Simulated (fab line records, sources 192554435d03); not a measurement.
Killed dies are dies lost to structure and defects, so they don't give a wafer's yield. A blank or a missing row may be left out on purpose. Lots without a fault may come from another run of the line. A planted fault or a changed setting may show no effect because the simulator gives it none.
A struck lot beside a sound one | flow n5_finfet | 15 steps out of a route of 1938
Sound: wafers L935.2, L935.3, L935.6. Struck: wafers L943.2, L943.3. The cause comes at the end.
At each step with rows: each side's tool, then ch and its chambers, then its first start. Under that, the readings that differ: sound wafers | struck wafers | difference of the means | sigmas: that difference in standard deviations of wafers without a fault.
alike: readings whose means differ by less than 2 such deviations, and words and numbers that are the same on both sides. not compared: withheld readings, readings that some wafer has no value for, bounds like >300 that may hide the same value, and numbers for which the record gives no deviation and whose values overlap.
The two part at a step that has a row with sigmas, a row that says differs or no value, or rows on one side only. Numbers that don't overlap but have no deviation are shown without sigmas and don't part them. A reading that every wafer of one side lacks parts them only if that side has two wafers or more.

first, 4 steps without rows for these wafers: N5_BEOL_M8_SOFTBAKE_06 (time 60 s); N5_BEOL_M8_EXPOSE_08 (exposes mask M8); N5_BEOL_M8_PEB_09 (peb time 60 s); N5_BEOL_M8_DEVELOP_10 (develop time 30 s).
N5_BEOL_M8_CD_MEAS_11: target cd 38.5 nm.
  sound on cd_sem-02 ch 0, day 9 07:31; struck on cd_sem-02 ch 0, day 11 20:31
  alike: cd_nm
N5_BEOL_M8_OVL_MEAS_12:
  sound on overlay-01 ch 0, day 9 07:32; struck on overlay-02 ch 0, day 11 20:32
  alike: M8_OVL
N5_BEOL_M8_INSPECT_13: inspects for defects (brightfield).
  sound on defect_inspect-02, day 9 07:34; struck on defect_inspect-02, day 11 20:34
  alike: raw_defect_count
N5_BEOL_M8_DESCUM_16: chemistry O2, time 7.9 s.
  sound on rie_diel-06 ch 0,1,2, day 9 07:38; struck on rie_diel-04 ch 0,3, day 11 20:36
  alike: drypump_motor_current_A, oes_product_au, rf_vpp_V, showerhead_plenum_p_Torr, throttle_valve_pct
  not compared: rf_hours_counter_h
N5_BEOL_M8_ETCH_61: etches SiARC in CF4, target depth 45.5 nm, time 75.8 s.
  sound on rie_diel-06 ch 0,1,2, day 9 07:40; struck on rie_diel-04 ch 0,3, day 11 20:38
  alike: drypump_motor_current_A, etch_rf_on_time_s, oes_product_au, rf_vpp_V, showerhead_plenum_p_Torr, throttle_valve_pct
  not compared: rf_hours_counter_h
N5_BEOL_M8_ETCH_62: etches SOC in N2/H2, target depth 110 nm, overetch 22 nm, time 165 s.
  sound on rie_diel-06 ch 0,1,2, day 9 07:43; struck on rie_diel-04 ch 0,3, day 11 20:41
  alike: drypump_motor_current_A, oes_product_au, rf_vpp_V, showerhead_plenum_p_Torr, throttle_valve_pct
  not compared: rf_hours_counter_h
then, 1 step without rows for these wafers: N5_BEOL_M8_STRIP_68 (strips in N2/H2).
N5_BEOL_M8_STRIP_67: strips in CF4.
  sound on rie_diel-06 ch 0,1,2, day 9 07:52; struck on rie_diel-04 ch 0,3, day 11 20:50
  alike: drypump_motor_current_A, oes_product_au, rf_vpp_V, showerhead_plenum_p_Torr, throttle_valve_pct
  not compared: rf_hours_counter_h
N5_BEOL_M8_HM_OPEN_17: chemistry Cl2/BCl3, target TiN, target depth 20 nm, overetch 6 nm.
  sound on rie_metal-03 ch 0,1, day 9 07:54; struck on rie_metal-01 ch 1, day 11 20:53
  reading                                  | sound        | struck    | difference | sigmas
  model.SOC_of_BEOL_M8_COAT_59.thk_nm (nm) | 92.6 92.2 92 | 87.6 87.4 | -4.8       |
  model.BEOL_M8.cd_offset_nm (nm)          | 0 0.2 -0.4   | 0.4 0.8   | +0.7       |
  alike: drypump_motor_current_A, oes_product_au, throttle_valve_pct
  not compared: rf_hours_counter_h
N5_BEOL_M8_STRIP_19: strips in O2.
  sound on rie_diel-04 ch 2,3, day 9 08:01; struck on rie_diel-02 ch 0,2, day 11 20:59
  alike: drypump_motor_current_A, oes_product_au, rf_vpp_V, showerhead_plenum_p_Torr, throttle_valve_pct
  not compared: rf_hours_counter_h
-- the record jumps here: 3 days lie between the struck wafers' starts before and after (it left off in module BEOL_M8 and takes up again in module PASSIVATION, whose first step shown is number 1936 of the route) --
N5_PASSIVATION_PROBE_49:
  the record has rows for the struck wafers here (prober-01, day 14 19:37) and none for the sound ones

WHERE THEY PART
Only at N5_PASSIVATION_PROBE_49, within this record.

WHY: what the simulator had put in
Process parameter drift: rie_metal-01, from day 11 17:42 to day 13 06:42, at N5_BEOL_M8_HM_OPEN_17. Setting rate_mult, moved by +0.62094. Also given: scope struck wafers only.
